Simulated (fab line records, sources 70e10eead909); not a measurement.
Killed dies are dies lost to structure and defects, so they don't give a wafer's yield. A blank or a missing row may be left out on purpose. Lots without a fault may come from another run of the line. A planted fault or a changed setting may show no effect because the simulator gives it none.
fab line records | flow nand_harc
record lots=14 wafers=42 last_day=33
route steps=1302 shown P_GATE@205 P_CONTACT@219 END@1302
lots that met no fault: from a run of the same line without faults
start_h: hours from the record's first day to the start of the lot's first wafer shown | wait_h: hours since the lot's step before | " the same as in the row above | L1.1+2: a row that stands for several wafers | - no value, or no start given | * or withheld: withheld | < > ~ a bound
route shown NAME@n: a module of which the file shows steps, and the number in the route of the first | usual: mean/standard deviation of fault-free wafers | same: alike in all rows | chamber/n: place in a boat | sites: the reading at each site | _std_site: their standard deviation | _edge_site: outer sites' mean less inner sites' | radius_mm: how far each site lies from the wafer's centre | mask NAME#n: copy n | behind: the tool/chamber that last shaped the wafer | hold: why the lot was held/for how many hours/how that ended | device: the transistor (n, p or np) that didn't switch | end of line: the same wafers' tests at the end of the route | a step without rows: its recipe alone | killed: dies lost to structure and defects at the first sort, not the wafer's yield | map: a wafer's dies, x killed, . not, _ none there
set.NAME: the setting as run; set.NAME@STEP: as run at that earlier step | model.NAME: the simulator's own value behind a step, which no gauge read
steps of the route over a sample of lots; a table a step, a row a wafer
services: from which hour (start_h, from the record's first day; less than 0 if before it) a tool's chamber was out of use, for how many hours, and why
## steps
# step NHARC_P_GATE_STRIP_95
# recipe power_w=1500 temp_c=250 chemistry=O2
# usual drypump_motor_current_A=5.9/0.31 heater_power_w=338/27
# columns lot.wafer tool chamber start_h wait_h drypump_motor_current_A heater_power_w rf_hours_counter_h
L194.1 plasma_asher-02 0 117.97 0.6 6.2 324 10
L194.2 " 1 " " 5.4 313 10
L194.6 " 1 " " 5.4 315 -
L200.1 plasma_asher-02 0 175.73 0.5 6.2 323 24
L200.4 " 1 " " 5.4 307 -
L200.6 " 1 " " 5.4 300 -
L202.2 plasma_asher-01 0 198.30 0.6 6.0 374 5
L202.1 " 1 " " 6.1 356 5
L202.4 " 0 " " 6.0 375 -
L206.2 plasma_asher-02 0 232.86 0.6 6.2 320 34
L206.1 " 1 " " 5.4 305 34
L206.3 " 0 " " 6.2 321 -
L207.4 plasma_asher-02 0 243.33 0.3 6.2 322 -
L207.6 " 1 " " 5.4 305 -
L207.5 " 0 " " 6.2 314 -
L209.3 plasma_asher-01 1 258.70 0.4 6.1 360 -
L209.6 " 1 " " 6.1 352 -
L209.5 " 0 " " 6.0 372 -
L210.1 plasma_asher-02 0 282.45 0.6 6.2 323 6
L210.3 " 1 " " 5.4 308 -
L210.5 " 1 " " 5.4 310 -
L211.1 plasma_asher-01 0 284.40 0.6 6.0 383 24
L211.2 " 1 " " 6.1 353 24
L211.5 " 1 " " 6.1 353 -
L212.2 plasma_asher-01 0 302.33 0.6 6.0 369 26
L212.1 " 1 " " 6.1 362 26
L212.4 " 0 " " 6.0 373 -
L213.1 plasma_asher-02 0 310.61 0.5 6.2 319 10
L213.6 " 1 " " 5.4 306 -
L213.5 " 0 " " 6.2 323 -
L215.1 plasma_asher-02 0 321.22 0.6 6.2 316 13
L215.2 " 1 " " 5.4 300 13
L215.5 " 0 " " 6.2 330 -
L214.1 plasma_asher-02 1 322.00 0.5 5.4 304 14
L214.4 " 1 " " 5.4 300 -
L214.6 " 1 " " 5.4 310 -
L216.1 plasma_asher-01 1 331.80 0.6 6.1 364 33
L216.3 " 0 " " 6.0 377 -
L216.6 " 1 " " 6.1 362 -
L217.2 plasma_asher-02 1 346.01 0.6 5.4 298 18
L217.1 " 0 " " 6.2 326 18
L217.4 " 0 " " 6.2 325 -
# step NHARC_P_GATE_SPUTTER_79
# recipe target_thk_a=100 material=TiN
# columns lot.wafer tool chamber start_h wait_h
L194.1+2+6 pvd_sputter-01 - 119.07 -
L200.1+4+6 pvd_sputter-01 - 176.91 -
L202.4+1+2 pvd_sputter-01 - 199.35 -
L206.2+3+1 pvd_sputter-02 - 233.90 -
L207.4+5+6 pvd_sputter-02 - 244.36 -
L209.3+5+6 pvd_sputter-01 - 259.74 -
L210.1+3+5 pvd_sputter-01 - 283.55 -
L211.1+2+5 pvd_sputter-01 - 285.44 -
L212.1+4+2 pvd_sputter-02 - 303.37 -
L213.1+6+5 pvd_sputter-02 - 311.66 -
L215.1+2+5 pvd_sputter-03 - 322.27 -
L214.4+1+6 pvd_sputter-03 - 323.04 -
L216.1+3+6 pvd_sputter-03 - 332.85 -
L217.4+1+2 pvd_sputter-01 - 347.05 -
# step NHARC_P_GATE_INSPECT_68
# usual raw_defect_count=196/74
# columns lot.wafer tool chamber start_h wait_h raw_defect_count
L194.1 defect_inspect-02 - 119.87 0.2 151
L194.2 " - " " 130
L194.6 " - " " 244
L200.1 defect_inspect-01 - 177.86 0.2 1356
L200.4 " - " " 1259
L200.6 " - " " 1300
L202.1 defect_inspect-02 - 200.12 0.2 1488
L202.2 " - " " 1386
L202.4 " - " " 1480
L206.1 defect_inspect-02 - 234.90 0.3 319
L206.2 " - " " 302
L206.3 " - " " 344
L207.4 defect_inspect-02 - 245.12 0.1 311
L207.5 " - " " 183
L207.6 " - " " 201
L209.3 defect_inspect-01 - 260.49 0.1 165
L209.5 " - " " 104
L209.6 " - " " 135
L210.1 defect_inspect-02 - 284.37 0.2 195
L210.3 " - " " 120
L210.5 " - " " 181
L211.1 defect_inspect-01 - 286.22 0.2 269
L211.2 " - " " 338
L211.5 " - " " 197
L212.1 defect_inspect-01 - 304.17 0.2 172
L212.2 " - " " 208
L212.4 " - " " 241
L213.1 defect_inspect-01 - 312.42 0.2 446
L213.5 " - " " 264
L213.6 " - " " 342
L215.1 defect_inspect-01 - 323.05 0.2 139
L215.2 " - " " 232
L215.5 " - " " 131
L214.1 defect_inspect-02 - 323.82 0.2 200
L214.4 " - " " 188
L214.6 " - " " 180
L216.1 defect_inspect-01 - 333.61 0.2 124
L216.3 " - " " 189
L216.6 " - " " 151
L217.1 defect_inspect-02 - 347.83 0.2 189
L217.2 " - " " 202
L217.4 " - " " 185
# step NHARC_P_CONTACT_CMP_01
# recipe target_thk_nm=200 material=SiO2
# usual motor_current_A=12.5/0.91
# columns lot.wafer tool chamber start_h wait_h motor_current_A
L194.1 cmp-02 1 120.70 - 11.8
L194.2 " 2 " " 12.2
L194.6 " 0 " " 12.1
L200.1 cmp-01 1 178.69 - 13.8
L200.4 " 2 " " 12.9
L200.6 " 3 " " 11.4
L202.2 cmp-01 1 200.90 - 13.2
L202.1 " 3 " " 10.8
L202.4 " 0 " " 13.2
L206.3 cmp-01 0 235.84 - 12.3
L206.2 " 1 " " 13.7
L206.1 " 3 " " 11.4
L207.4 cmp-04 2 245.93 - 12.3
L207.5 " 1 " " 12.8
L207.6 " 2 " " 12.7
L209.3 cmp-04 3 261.29 - 14.1
L209.6 " 2 " " 12.6
L209.5 " 3 " " 13.4
L210.1 cmp-02 3 285.17 - 11.9
L210.3 " 1 " " 12.2
L210.5 " 2 " " 12.4
L211.2 cmp-02 3 287.24 0.5 11.9
L211.1 " 1 " " 11.9
L211.5 " 0 " " 11.7
L212.2 cmp-04 2 304.98 - 13.0
L212.1 " 3 " " 15.2
L212.4 " 0 " " 10.4
L213.1 cmp-02 2 313.20 - 13.0
L213.5 " 2 " " 13.3
L213.6 " 3 " " 12.4
L215.1 cmp-02 1 323.85 - 11.5
L215.2 " 3 " " 12.4
L215.5 " 0 " " 12.4
L214.4 cmp-04 2 324.60 - 12.3
L214.1 " 3 " " 13.6
L214.6 " 3 " " 14.0
L216.1 cmp-01 2 334.40 - 12.7
L216.3 " 0 " " 12.1
L216.6 " 2 " " 12.6
L217.1 cmp-02 0 348.61 - 12.3
L217.4 " 1 " " 12.3
L217.2 " 3 " " 12.2
# step NHARC_P_CONTACT_CD_MEAS_12
# recipe target_cd_nm=90 landing_energy_ev=500
# usual cd_nm=90.1/0.45
# columns lot.wafer tool chamber start_h wait_h cd_nm
L194.1 cd_sem-02 0 121.48 - 89.9
L194.2 " 0 " " 89.9
L194.6 " 0 " " 89.6
L200.1 cd_sem-01 0 179.37 - 89.6
L200.4 " 0 " " 90.0
L200.6 " 0 " " 89.5
L202.1 cd_sem-02 0 201.73 - 90.3
L202.2 " 0 " " 89.3
L202.4 " 0 " " 89.5
L206.1 cd_sem-03 0 236.55 - 90.1
L206.2 " 0 " " 90.2
L206.3 " 0 " " 90.8
L207.4 cd_sem-02 0 246.74 - 90.4
L207.5 " 0 " " 90.5
L207.6 " 0 " " 90.0
L209.3 cd_sem-02 0 261.98 - 90.6
L209.5 " 0 " " 90.2
L209.6 " 0 " " 90.6
L210.1 cd_sem-02 0 285.98 - 89.5
L210.3 " 0 " " 89.4
L210.5 " 0 " " 89.5
L211.1 cd_sem-03 0 288.07 - 90.5
L211.2 " 0 " " 90.3
L211.5 " 0 " " 90.1
L212.1 cd_sem-03 0 305.66 - 90.6
L212.2 " 0 " " 90.6
L212.4 " 0 " " 90.8
L213.1 cd_sem-01 0 314.03 - 91.1
L213.5 " 0 " " 90.1
L213.6 " 0 " " 90.5
L215.1 cd_sem-02 0 324.53 - 90.1
L215.2 " 0 " " 89.7
L215.5 " 0 " " 90.4
L214.1 cd_sem-03 0 325.42 - 90.5
L214.4 " 0 " " 90.4
L214.6 " 0 " " 90.5
L216.1 cd_sem-03 0 335.22 - 90.6
L216.3 " 0 " " 91.0
L216.6 " 0 " " 90.2
L217.1 cd_sem-03 0 349.32 - 89.4
L217.2 " 0 " " 89.2
L217.4 " 0 " " 88.9
# step NHARC_END_SORT_01
# recipe temp_c=25
# usual killed_at_array=46/15 killed_at_other=0.8/1.1 killed_at_periphery=4.0/2.9 killed_dies=50/15 killed_open=3.2/1.8 killed_short=2.3/1.6
# same gross_dies=677
# columns lot.wafer tool chamber start_h wait_h killed_at_array killed_at_other killed_at_periphery killed_dies killed_open killed_short
L200.1 prober-02 0 624.26 2.5 39 0 100 139 2 2
L200.4 prober-02 0 626.65 3.4 25 0 58 83 1 1
L200.6 prober-02 0 628.25 4.0 27 0 45 72 1 2
L202.1 prober-01 0 638.69 2.5 20 0 107 127 3 0
L202.2 prober-01 0 639.50 2.8 17 1 47 65 3 0
L202.4 prober-01 0 641.12 3.4 15 0 100 115 1 1
# killed by level:class
L200.1 P_GATE:unspecified=100 A_CHANNEL_HOLE_D2:chamber_film_flake=22 A_CONTACT:chamber_film_flake=4 A_STAIRCASE:chamber_film_flake=3 A_CHANNEL_HOLE_D1:chamber_film_flake=2 A_ONON_D2:geometric_particle:short=1 A_CHANNEL_FILL_D2:geometric_particle:short=1 A_CHANNEL_FILL_D2:geometric_particle:open=1
L200.4 P_GATE:unspecified=51 A_CHANNEL_HOLE_D2:chamber_film_flake=13 P_ZERO_WELL:chamber_film_flake=4 A_STAIRCASE:chamber_film_flake=3 P_M1:chamber_film_flake=2 A_SLIT:chamber_film_flake=2 A_CONTACT:chamber_film_flake=2 A_ONON_D1:geometric_particle:open=1
L200.6 P_GATE:unspecified=43 A_CHANNEL_HOLE_D2:chamber_film_flake=14 A_STAIRCASE:chamber_film_flake=5 A_SLIT:chamber_film_flake=2 A_CONTACT:chamber_film_flake=2 P_M0:geometric_particle:short=1 A_DECK1_JOINT:geometric_particle:open=1 A_CHANNEL_FILL_D2:geometric_particle:short=1
L202.1 P_GATE:unspecified=106 A_CHANNEL_HOLE_D2:chamber_film_flake=11 A_CHANNEL_HOLE_D1:chamber_film_flake=3 P_M1:geometric_particle:open=1 A_ONON_D2:geometric_particle:open=1 A_SGD_CUT:geometric_particle:open=1 A_CHANNEL_FILL_D2:chamber_film_flake=1 A_STAIRCASE:chamber_film_flake=1
L202.2 P_GATE:unspecified=43 A_CHANNEL_HOLE_D2:chamber_film_flake=6 A_CONTACT:chamber_film_flake=3 P_GATE:chamber_film_flake=2 A_CHANNEL_HOLE_D1:chamber_film_flake=2 A_DECK1_JOINT:chamber_film_flake=2 A_BONDPAD:chamber_film_flake=2 P_CONTACT:geometric_particle:open=1
L202.4 P_GATE:unspecified=96 A_CHANNEL_HOLE_D2:chamber_film_flake=5 A_CHANNEL_HOLE_D1:chamber_film_flake=3 P_GATE:chamber_film_flake=2 A_BONDPAD:chamber_film_flake=2 P_GATE:geometric_particle:short=1 A_M1:geometric_particle:open=1 P_BONDPAD:chamber_film_flake=1
## services
# columns tool chamber start_h hours kind
plasma_asher-01 - 101.70 3.2 repair
plasma_asher-02 - 103.84 2.3 repair
pvd_sputter-02 - 104.08 10.0 pm
cmp-04 - 111.07 4.0 pm
cmp-02 - 121.23 1.6 repair
pvd_sputter-01 - 126.84 5.6 repair
cmp-02 - 134.61 4.0 pm
cmp-01 - 139.29 7.7 repair
cmp-02 - 148.28 16.3 repair
cmp-01 - 161.47 3.9 repair
plasma_asher-01 - 165.00 9.0 pm
cmp-02 - 170.16 0.5 repair
cmp-04 - 170.54 0.3 repair
cmp-01 - 185.82 4.0 pm
cmp-02 - 205.23 0.6 repair
pvd_sputter-01 - 226.02 10.0 pm
cmp-02 - 232.61 4.0 pm
plasma_asher-02 - 242.15 0.3 repair
plasma_asher-02 - 249.22 9.0 pm
plasma_asher-02 - 272.82 0.7 repair
pvd_sputter-01 - 287.67 6.3 repair
cmp-02 - 330.61 4.0 pm
plasma_asher-01 - 342.18 9.0 pm
cmp-02 - 343.80 1.7 repair
## key
first_sign step=NHARC_P_GATE_INSPECT_68 reading=raw_defect_count direction=up sigmas=16 usual=196 struck=1378
effect step=NHARC_END_SORT_01 reading=killed_at_periphery direction=up sigmas=25 usual=4.0 struck=76.2
more_kills_born_at NHARC_P_GATE_SPUTTER_79@pvd_sputter-01=439
met_at NHARC_P_GATE_SPUTTER_79
struck_lots L200,L202
tester_left_out L200,L202
not_acting_at NHARC_P_GATE_STRIP_95,NHARC_P_CONTACT_CMP_01,NHARC_P_CONTACT_CD_MEAS_12
onset_between 119.07 176.91
fault kind=chamber_particle_source tool=pvd_sputter-01 chamber=- onset_h=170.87 steps=NHARC_P_GATE_SPUTTER_79 rate_per_visit_cm2=1.8771 end_h=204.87
# tester_left_out: of these lots the tester's yield and bins aren't shown, on N5 and GAA mostly nor the transistor test; their killed dies are dies lost to structure and defects alone, not to doping, threshold or leakage, so they don't give the yield
